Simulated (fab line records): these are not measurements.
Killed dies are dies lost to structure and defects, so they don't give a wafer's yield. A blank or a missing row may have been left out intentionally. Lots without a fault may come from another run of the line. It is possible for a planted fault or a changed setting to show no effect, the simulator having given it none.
fab line records    flow nand-harc
[record] lots = 24  wafers = 72  last-day = 35
route steps=1302 shown A_M0@1162 A_M1@1194 A_BONDPAD@1228 THIN_TSV@1245
lots untouched by any fault: they come from a run of this same line in which no faults occurred
start-h: hours from the record's first day to the start of the lot's first wafer shown    wait-h: hours from the lot's prior step to this one    " same as the row above    L1.1+2: several wafers, shown together as one row    - either no value or no given start    * or withheld: withheld    < > ~ a bound
route shown NAME@n: names a module that has steps shown in the file, with the first one's number in the route    usual: average and standard deviation across the fault-free wafers    same: alike in all rows    chamber/n: place in a boat    sites: each site's reading    _std_site: their standard deviation    _edge_site: outer sites' mean less inner sites'    radius-mm: for every site, how far away it sits from the centre of the wafer    mask NAME#n: copy n    behind: the most recent tool/chamber to have shaped the wafer    hold: reason for holding the lot/hours on hold/outcome of the hold    device: whichever transistor did not switch (one of n, p or np)    end of line: the tests these same wafers got at the end of their route    step lacking rows: just its recipe    killed: dies that structure and defects cost at the first sort, which is not the same as the wafer's yield    map: shows each die of a wafer: x if killed, . if not, _ if none is there
set.NAME: setting as actually run; set.NAME@STEP: the setting as run at that earlier step    model.NAME: the simulator's own value behind a step, which no gauge read
one table for each step of the route and one row for each wafer, over a sample of lots
services: from which hour (start-h, from the record's first day; less than 0 if before it) a tool's chamber was out of use, for how many hours, and why
[[steps]]
[step NHARC_A_M0_CMP_23]
[recipe] t-overpolish-s = 20  target-thk-nm = 113.75
[usual] motor-current-A = 12.2/1.5  time-to-endpoint-s = 29.7/2.6
lot.wafer  tool    chamber  start-h  wait-h  motor-current-A  time-to-endpoint-s
L075.3     cmp-02  0        535.32   -       10.4             31.1
L075.1     "       1        "        "       12.1             34.8
L075.4     "       2        "        "       13.7             33.6
L074.2     cmp-02  3        537.65   -       12.9             28.0
L074.3     "       0        "        "       10.5             29.4
L074.5     "       3        "        "       13.2             27.3
L076.2     cmp-02  2        544.61   -       12.8             30.6
L076.4     "       3        "        "       13.1             27.6
L076.5     "       1        "        "       11.6             31.4
L077.1     cmp-03  3        563.93   -       9.4              30.3
L077.6     "       3        "        "       9.4              30.0
L077.5     "       0        "        "       11.9             27.7
L082.2     cmp-01  1        624.15   -       11.1             30.2
L082.3     "       2        "        "       14.4             29.1
L082.6     "       3        "        "       14.4             28.5
L081.3     cmp-02  1        634.03   -       11.7             36.6
L081.1     "       3        "        "       13.0             28.8
L081.6     "       0        "        "       11.1             32.0
L078.3     cmp-02  0        637.25   -       10.6             30.2
L078.1     "       2        "        "       13.5             33.5
L078.5     "       3        "        "       13.1             26.3
L084.3     cmp-01  2        645.46   -       14.8             27.7
L084.4     "       0        "        "       12.2             27.5
L084.5     "       2        "        "       14.6             31.5
L080.4     cmp-01  3        653.37   -       13.7             24.0
L080.2     "       1        "        "       10.9             24.9
L080.5     "       3        "        "       13.5             22.3
L083.1     cmp-02  2        664.04   -       13.2             29.8
L083.2     "       3        "        "       13.0             29.0
L083.4     "       0        "        "       10.3             31.0
L085.3     cmp-03  0        671.87   -       11.9             26.1
L085.4     "       2        "        "       12.2             29.8
L085.6     "       3        "        "       8.8              28.0
L086.3     cmp-03  2        677.71   -       11.6             30.6
L086.1     "       3        "        "       9.3              30.9
L086.4     "       0        "        "       11.8             27.4
L079.3     cmp-02  0        680.88   -       11.1             29.1
L079.1     "       1        "        "       11.8             33.8
L079.5     "       2        "        "       13.0             32.2
L087.1     cmp-03  1        685.77   -       13.0             30.4
L087.2     "       2        "        "       11.3             30.4
L087.5     "       2        "        "       11.3             30.7
L088.3     cmp-01  3        687.35   -       13.3             28.5
L088.4     "       1        "        "       11.4             30.4
L088.5     "       3        "        "       13.8             30.1
L089.4     cmp-01  2        692.28   -       14.9             29.7
L089.6     "       1        "        "       11.5             30.4
L089.5     "       2        "        "       14.9             31.7
L090.1     cmp-02  0        693.70   -       10.3             27.2
L090.3     "       2        "        "       13.5             30.3
L090.5     "       0        "        "       10.4             28.4
L091.1     cmp-03  0        697.10   -       11.7             27.6
L091.6     "       0        "        "       11.1             25.4
L091.5     "       1        "        "       13.8             27.4
L092.1     cmp-02  0        714.59   -       10.5             28.0
L092.5     "       0        "        "       10.4             25.6
L092.6     "       1        "        "       10.6             31.0
L093.2     cmp-02  0        721.55   -       10.5             25.8
L093.1     "       3        "        "       13.2             26.7
L093.5     "       1        "        "       11.8             32.3
L094.3     cmp-01  0        722.16   -       11.7             28.2
L094.1     "       2        "        "       14.5             30.9
L094.2     "       3        "        "       14.5             30.5
L095.1     cmp-01  3        753.38   -       14.2             30.8
L095.3     "       0        "        "       11.8             27.9
L095.5     "       3        "        "       14.3             30.8
L096.3     cmp-01  1        755.49   -       11.1             32.0
L096.6     "       3        "        "       14.2             32.3
L096.5     "       0        "        "       12.1             28.8
L097.3     cmp-01  3        791.43   -       13.6             30.6
L097.2     "       1        "        "       10.6             30.3
L097.6     "       2        "        "       15.7             31.9
[step NHARC_A_M1_ANNEAL_31]
[recipe] temp-c = 225  time-s = 90
[usual] anneal-temp-c = 224.98/0.17  wafer_temp_C_max = 226.04/0.27
lot.wafer  tool           chamber  start-h  wait-h  anneal-temp-c  wafer_temp_C_max
L075.1     rtp-anneal-01  0        539.21   0.3     224.93         225.67
L075.3     "              0        "        "       225.18         225.83
L075.4     "              0        "        "       224.83         226.22
L074.2     rtp-anneal-02  0        541.49   -       225.27         225.91
L074.3     "              0        "        "       225.32         226.01
L074.5     "              0        "        "       225.35         226.15
L076.2     rtp-anneal-02  0        549.72   0.3     225.03         225.98
L076.4     "              0        "        "       225.04         226.32
L076.5     "              0        "        "       225.04         226.32
L077.1     rtp-anneal-01  0        567.91   -       225.10         226.25
L077.5     "              0        "        "       224.90         225.78
L077.6     "              0        "        "       225.07         225.70
L082.2     rtp-anneal-01  0        628.32   0.8     225.22         226.17
L082.3     "              0        "        "       225.20         225.98
L082.6     "              0        "        "       225.23         225.96
L081.1     rtp-anneal-01  0        637.82   -       224.91         226.02
L081.3     "              0        "        "       225.04         226.32
L081.6     "              0        "        "       225.02         225.51
L078.1     rtp-anneal-02  0        641.00   0.3     224.79         225.95
L078.3     "              0        "        "       224.82         225.99
L078.5     "              0        "        "       224.82         226.22
L084.3     rtp-anneal-01  0        649.32   0.3     225.03         226.37
L084.4     "              0        "        "       225.10         226.24
L084.5     "              0        "        "       225.00         225.86
L080.2     rtp-anneal-01  0        657.26   -       224.99         226.06
L080.4     "              0        "        "       224.73         226.07
L080.5     "              0        "        "       224.78         225.95
L083.1     rtp-anneal-01  0        667.83   -       225.09         225.79
L083.2     "              0        "        "       225.09         225.78
L083.4     "              0        "        "       225.28         225.49
L085.3     rtp-anneal-01  0        675.63   -       225.00         226.06
L085.4     "              0        "        "       224.63         226.03
L085.6     "              0        "        "       224.74         225.77
L086.1     rtp-anneal-02  0        681.70   -       224.81         225.97
L086.3     "              0        "        "       224.98         226.01
L086.4     "              0        "        "       224.85         225.75
L079.1     rtp-anneal-01  0        684.77   0.3     224.55         226.07
L079.3     "              0        "        "       224.93         226.01
L079.5     "              0        "        "       224.95         225.90
L087.1     rtp-anneal-02  0        689.71   0.3     225.01         226.19
L087.2     "              0        "        "       225.06         226.63
L087.5     "              0        "        "       225.06         226.17
L088.3     rtp-anneal-02  0        691.44   -       225.01         225.91
L088.4     "              0        "        "       224.96         225.81
L088.5     "              0        "        "       224.78         226.06
L089.4     rtp-anneal-02  0        696.42   -       224.96         225.92
L089.5     "              0        "        "       225.29         226.22
L089.6     "              0        "        "       225.03         226.40
L090.1     rtp-anneal-01  0        697.40   -       225.11         226.09
L090.3     "              0        "        "       225.05         226.32
L090.5     "              0        "        "       224.67         225.84
L091.1     rtp-anneal-01  0        701.23   0.4     225.29         225.56
L091.5     "              0        "        "       224.81         226.08
L091.6     "              0        "        "       224.89         226.38
L092.1     rtp-anneal-01  0        718.86   0.3     224.81         225.65
L092.5     "              0        "        "       224.85         225.92
L092.6     "              0        "        "       224.86         225.78
L093.1     rtp-anneal-02  0        725.43   0.4     224.86         226.48
L093.2     "              0        "        "       225.10         226.18
L093.5     "              0        "        "       224.91         226.63
L094.1     rtp-anneal-02  0        725.94   -       225.02         226.32
L094.2     "              0        "        "       224.82         226.46
L094.3     "              0        "        "       224.84         226.16
L095.1     rtp-anneal-01  0        757.05   0.3     224.87         226.27
L095.3     "              0        "        "       224.81         226.15
L095.5     "              0        "        "       224.86         226.01
L096.3     rtp-anneal-01  0        759.23   0.3     225.51         226.32
L096.5     "              0        "        "       224.91         225.52
L096.6     "              0        "        "       225.26         225.93
L097.2     rtp-anneal-02  0        795.26   0.4     224.87         226.15
L097.3     "              0        "        "       225.16         226.24
L097.6     "              0        "        "       225.15         226.39
[step NHARC_A_M1_INSPECT_27]
[usual] raw-defect-count = 514/120
lot.wafer  tool               chamber  start-h  wait-h  raw-defect-count
L075.1     defect-inspect-01  -        540.02   0.0     542
L075.3     "                  -        "        "       564
L075.4     "                  -        "        "       548
L074.2     defect-inspect-02  -        542.25   0.0     362
L074.3     "                  -        "        "       423
L074.5     "                  -        "        "       383
L076.2     defect-inspect-01  -        550.48   0.0     443
L076.4     "                  -        "        "       594
L076.5     "                  -        "        "       388
L077.1     defect-inspect-02  -        568.72   0.0     748
L077.5     "                  -        "        "       749
L077.6     "                  -        "        "       590
L082.2     defect-inspect-01  -        629.09   0.0     455
L082.3     "                  -        "        "       475
L082.6     "                  -        "        "       668
L081.1     defect-inspect-01  -        638.64   0.0     480
L081.3     "                  -        "        "       386
L081.6     "                  -        "        "       646
L078.1     defect-inspect-01  -        641.82   0.0     440
L078.3     "                  -        "        "       437
L078.5     "                  -        "        "       634
L084.3     defect-inspect-02  -        650.03   0.0     505
L084.4     "                  -        "        "       466
L084.5     "                  -        "        "       624
L080.2     defect-inspect-01  -        658.02   0.0     431
L080.4     "                  -        "        "       510
L080.5     "                  -        "        "       386
L083.1     defect-inspect-02  -        668.65   0.0     472
L083.2     "                  -        "        "       522
L083.4     "                  -        "        "       552
L085.3     defect-inspect-02  -        676.36   0.0     519
L085.4     "                  -        "        "       414
L085.6     "                  -        "        "       746
L086.1     defect-inspect-01  -        682.52   0.0     617
L086.3     "                  -        "        "       518
L086.4     "                  -        "        "       565
L079.1     defect-inspect-01  -        685.59   0.0     454
L079.3     "                  -        "        "       517
L079.5     "                  -        "        "       800
L087.1     defect-inspect-02  -        690.53   0.0     402
L087.2     "                  -        "        "       445
L087.5     "                  -        "        "       480
L088.3     defect-inspect-01  -        692.20   0.0     658
L088.4     "                  -        "        "       512
L088.5     "                  -        "        "       587
L089.4     defect-inspect-02  -        697.08   0.0     426
L089.5     "                  -        "        "       460
L089.6     "                  -        "        "       408
L090.1     defect-inspect-02  -        698.22   0.0     523
L090.3     "                  -        "        "       522
L090.5     "                  -        "        "       558
L091.1     defect-inspect-01  -        702.04   0.0     680
L091.5     "                  -        "        "       438
L091.6     "                  -        "        "       755
L092.1     defect-inspect-02  -        719.68   0.0     593
L092.5     "                  -        "        "       525
L092.6     "                  -        "        "       588
L093.1     defect-inspect-02  -        726.25   0.0     514
L093.2     "                  -        "        "       476
L093.5     "                  -        "        "       490
L094.1     defect-inspect-01  -        726.75   0.0     502
L094.2     "                  -        "        "       405
L094.3     "                  -        "        "       659
L095.1     defect-inspect-01  -        757.86   0.0     448
L095.3     "                  -        "        "       295
L095.5     "                  -        "        "       426
L096.3     defect-inspect-01  -        759.95   0.0     465
L096.5     "                  -        "        "       579
L096.6     "                  -        "        "       594
L097.2     defect-inspect-01  -        796.04   0.0     557
L097.3     "                  -        "        "       468
L097.6     "                  -        "        "       409
[step NHARC_A_BONDPAD_PVD_27]
[recipe] target-thk-a = 300  chamber-pressure-pa = 5  power-w = 5000  substrate-temp-c = 30  time-s = 20.49  material = Cu
[usual] throttle-valve-pct = 30.0/1.2
lot.wafer  tool            chamber  start-h  wait-h  throttle-valve-pct
L075.1     pvd-sputter-02  -        -        -       30.0
L075.4     "               -        "        "       30.2
L075.3     "               -        "        "       30.5
L074.3     pvd-sputter-03  -        -        -       29.8
L074.2     "               -        "        "       28.0
L074.5     "               -        "        "       31.4
L076.2     pvd-sputter-03  -        -        -       27.8
L076.4     "               -        "        "       31.6
L076.5     "               -        "        "       30.0
L077.1     pvd-sputter-02  -        -        -       29.9
L077.5     "               -        "        "       29.9
L077.6     "               -        "        "       30.4
L082.2     pvd-sputter-02  -        -        -       30.8
L082.3     "               -        "        "       29.9
L082.6     "               -        "        "       30.4
L081.1     pvd-sputter-03  -        641.91   -       29.5
L081.3     "               -        "        "       31.5
L081.6     "               -        "        "       29.9
L078.1     pvd-sputter-03  -        -        -       31.2
L078.3     "               -        "        "       30.1
L078.5     "               -        "        "       28.0
L084.4     pvd-sputter-01  -        -        -       29.4
L084.3     "               -        "        "       30.8
L084.5     "               -        "        "       31.0
L080.4     pvd-sputter-03  -        -        -       27.7
L080.2     "               -        "        "       31.3
L080.5     "               -        "        "       27.9
L083.2     pvd-sputter-02  -        -        -       31.3
L083.1     "               -        "        "       30.4
L083.4     "               -        "        "       30.2
L085.3     pvd-sputter-01  -        -        -       31.1
L085.4     "               -        "        "       27.0
L085.6     "               -        "        "       29.5
L086.4     pvd-sputter-03  -        -        -       30.0
L086.3     "               -        "        "       27.7
L086.1     "               -        "        "       29.7
L079.3     pvd-sputter-03  -        -        -       29.5
L079.1     "               -        "        "       29.9
L079.5     "               -        "        "       29.8
L087.1     pvd-sputter-01  -        -        -       30.8
L087.2     "               -        "        "       27.2
L087.5     "               -        "        "       31.0
L088.3     pvd-sputter-01  -        -        -       29.4
L088.4     "               -        "        "       30.9
L088.5     "               -        "        "       29.6
L089.4     pvd-sputter-02  -        -        -       30.7
L089.6     "               -        "        "       30.3
L089.5     "               -        "        "       31.5
L090.3     pvd-sputter-02  -        -        -       30.6
L090.1     "               -        "        "       30.3
L090.5     "               -        "        "       30.7
L091.1     pvd-sputter-01  -        -        -       30.5
L091.6     "               -        "        "       29.5
L091.5     "               -        "        "       30.4
L092.1     pvd-sputter-02  -        -        -       30.3
L092.5     "               -        "        "       30.1
L092.6     "               -        "        "       31.4
L093.2     pvd-sputter-01  -        -        -       29.3
L093.1     "               -        "        "       27.1
L093.5     "               -        "        "       30.8
L094.1     pvd-sputter-02  -        -        -       30.6
L094.3     "               -        "        "       30.1
L094.2     "               -        "        "       31.3
L095.3     pvd-sputter-03  -        -        -       28.4
L095.1     "               -        "        "       31.9
L095.5     "               -        "        "       29.8
L096.3     pvd-sputter-02  -        -        -       30.2
L096.5     "               -        "        "       30.5
L096.6     "               -        "        "       30.4
L097.2     pvd-sputter-01  -        -        -       31.0
L097.3     "               -        "        "       29.7
L097.6     "               -        "        "       27.5
[step NHARC_A_BONDPAD_INSPECT_23]
[usual] raw-defect-count = 538/120
lot.wafer  tool               chamber  start-h  wait-h  raw-defect-count
L075.1     defect-inspect-01  -        544.63   0.0     482
L075.3     "                  -        "        "       550
L075.4     "                  -        "        "       489
L074.2     defect-inspect-02  -        546.85   0.0     360
L074.3     "                  -        "        "       890
L074.5     "                  -        "        "       536
L076.2     defect-inspect-02  -        555.33   0.0     503
L076.4     "                  -        "        "       718
L076.5     "                  -        "        "       525
L077.1     defect-inspect-01  -        573.61   0.0     566
L077.5     "                  -        "        "       737
L077.6     "                  -        "        "       660
L082.2     defect-inspect-01  -        633.79   0.0     586
L082.3     "                  -        "        "       555
L082.6     "                  -        "        "       647
L081.1     defect-inspect-01  -        643.31   0.0     579
L081.3     "                  -        "        "       537
L081.6     "                  -        "        "       572
L078.1     defect-inspect-02  -        646.65   0.0     399
L078.3     "                  -        "        "       506
L078.5     "                  -        "        "       372
L084.3     defect-inspect-02  -        654.71   0.0     456
L084.4     "                  -        "        "       486
L084.5     "                  -        "        "       389
L080.2     defect-inspect-01  -        662.67   0.0     554
L080.4     "                  -        "        "       619
L080.5     "                  -        "        "       521
L083.1     defect-inspect-02  -        673.53   0.0     684
L083.2     "                  -        "        "       695
L083.4     "                  -        "        "       686
L085.3     defect-inspect-02  -        681.08   0.0     611
L085.4     "                  -        "        "       644
L085.6     "                  -        "        "       551
L086.1     defect-inspect-01  -        687.25   0.0     545
L086.3     "                  -        "        "       587
L086.4     "                  -        "        "       733
L079.1     defect-inspect-02  -        690.31   0.0     457
L079.3     "                  -        "        "       631
L079.5     "                  -        "        "       794
L087.1     defect-inspect-01  -        695.27   0.0     466
L087.2     "                  -        "        "       517
L087.5     "                  -        "        "       458
L088.3     defect-inspect-02  -        696.83   0.0     507
L088.4     "                  -        "        "       631
L088.5     "                  -        "        "       518
L089.4     defect-inspect-01  -        701.83   0.0     489
L089.5     "                  -        "        "       542
L089.6     "                  -        "        "       631
L090.1     defect-inspect-02  -        702.99   0.1     442
L090.3     "                  -        "        "       402
L090.5     "                  -        "        "       384
L091.1     defect-inspect-02  -        706.78   0.0     933
L091.5     "                  -        "        "       477
L091.6     "                  -        "        "       696
L092.1     defect-inspect-02  -        724.43   0.0     384
L092.5     "                  -        "        "       312
L092.6     "                  -        "        "       363
L093.1     defect-inspect-02  -        730.99   0.0     641
L093.2     "                  -        "        "       609
L093.5     "                  -        "        "       526
L094.1     defect-inspect-01  -        731.55   0.1     784
L094.2     "                  -        "        "       382
L094.3     "                  -        "        "       580
L095.1     defect-inspect-02  -        762.55   0.0     373
L095.3     "                  -        "        "       366
L095.5     "                  -        "        "       363
L096.3     defect-inspect-01  -        764.66   0.0     605
L096.5     "                  -        "        "       716
L096.6     "                  -        "        "       774
L097.2     defect-inspect-02  -        800.81   0.1     671
L097.3     "                  -        "        "       547
L097.6     "                  -        "        "       595
[step NHARC_THIN_TSV_CMP_01]
[recipe] target-thk-um = 3
[usual] motor-current-A = 12.3/1.4
lot.wafer  tool    chamber  start-h  wait-h  motor-current-A
L075.3     cmp-02  0        554.95   0.7     11.1
L075.4     "       1        "        "       11.9
L075.1     "       2        "        "       13.2
L074.3     cmp-04  2        561.02   0.7     11.6
L074.2     "       0        "        "       10.6
L074.5     "       2        "        "       11.9
L076.4     cmp-01  3        566.84   0.5     13.9
L076.2     "       0        "        "       12.1
L076.5     "       1        "        "       11.1
L077.1     cmp-04  0        585.96   1.1     10.8
L077.6     "       2        "        "       12.1
L077.5     "       3        "        "       12.7
L082.3     cmp-01  0        644.85   0.7     12.0
L082.2     "       1        "        "       11.4
L082.6     "       2        "        "       15.0
L081.1     cmp-02  0        654.64   1.4     10.4
L081.3     "       1        "        "       11.9
L081.6     "       0        "        "       10.7
L078.1     cmp-04  1        656.24   1.4     10.8
L078.3     "       2        "        "       12.1
L078.5     "       1        "        "       11.1
L084.3     cmp-01  2        668.33   0.6     15.2
L084.4     "       3        "        "       13.4
L084.5     "       2        "        "       15.2
L080.2     cmp-02  2        673.44   0.8     13.4
L080.4     "       3        "        "       13.1
L080.5     "       3        "        "       13.4
L085.4     cmp-02  3        694.80   0.4     12.8
L085.3     "       0        "        "       11.0
L085.6     "       3        "        "       13.2
L083.1     cmp-04  0        696.02   1.0     10.9
L083.4     "       1        "        "       11.0
L083.2     "       2        "        "       12.2
L086.1     cmp-02  1        699.24   1.0     12.0
L086.4     "       2        "        "       13.7
L086.3     "       3        "        "       12.7
L079.1     cmp-02  3        700.45   1.0     13.1
L079.3     "       1        "        "       11.6
L079.5     "       3        "        "       12.7
L087.2     cmp-02  1        706.63   0.8     12.2
L087.1     "       3        "        "       12.9
L087.5     "       1        "        "       11.9
L088.3     cmp-01  2        707.83   0.6     14.9
L088.4     "       3        "        "       13.5
L088.5     "       2        "        "       15.3
L090.3     cmp-04  0        712.80   0.6     11.2
L090.1     "       3        "        "       14.0
L090.5     "       1        "        "       11.1
L089.4     cmp-02  3        714.04   0.5     13.5
L089.6     "       1        "        "       12.2
L089.5     "       2        "        "       13.1
L091.1     cmp-04  2        718.20   1.1     12.0
L091.6     "       3        "        "       13.4
L091.5     "       0        "        "       10.8
L092.1     cmp-04  2        735.35   1.1     11.8
L092.5     "       3        "        "       13.7
L092.6     "       0        "        "       11.7
L093.2     cmp-01  2        745.65   0.8     14.8
L093.1     "       3        "        "       13.8
L093.5     "       2        "        "       15.2
L094.2     cmp-04  3        746.83   0.8     13.7
L094.3     "       0        "        "       10.9
L094.1     "       2        "        "       10.8
L095.3     cmp-02  2        774.61   0.7     13.2
L095.1     "       3        "        "       13.0
L095.5     "       1        "        "       11.5
L096.3     cmp-02  1        775.81   0.7     11.5
L096.6     "       3        "        "       13.1
L096.5     "       0        "        "       10.4
L097.2     cmp-01  1        817.55   0.9     11.3
L097.3     "       3        "        "       15.3
L097.6     "       0        "        "       12.0
[[services]]
tool            chamber  start-h  hours  kind
cmp-02          -        529.96   4.0    pm
cmp-01          -        577.58   4.0    pm
cmp-02          -        622.90   0.7    repair
cmp-02          -        627.96   4.0    pm
pvd-sputter-02  -        638.02   10.0   pm
cmp-02          -        646.65   1.3    repair
cmp-02          -        652.64   1.6    repair
cmp-01          -        656.72   1.1    repair
pvd-sputter-02  -        664.95   2.2    repair
cmp-01          -        675.58   4.0    pm
cmp-01          -        690.80   0.3    repair
cmp-02          -        712.40   1.4    repair
cmp-02          -        723.14   0.8    repair
cmp-01          -        723.39   2.4    repair
cmp-02          -        725.96   4.0    pm
pvd-sputter-02  -        735.53   1.5    repair
cmp-02          -        740.20   4.6    repair
rtp-anneal-02   -        744.14   12.0   pm
cmp-02          -        754.40   7.6    repair
cmp-02          -        769.36   1.7    repair
cmp-01          -        773.58   4.0    pm
cmp-02          -        783.39   1.5    repair
cmp-02          -        805.14   7.3    repair
pvd-sputter-02  -        806.68   2.1    repair
[[key]]
fault none
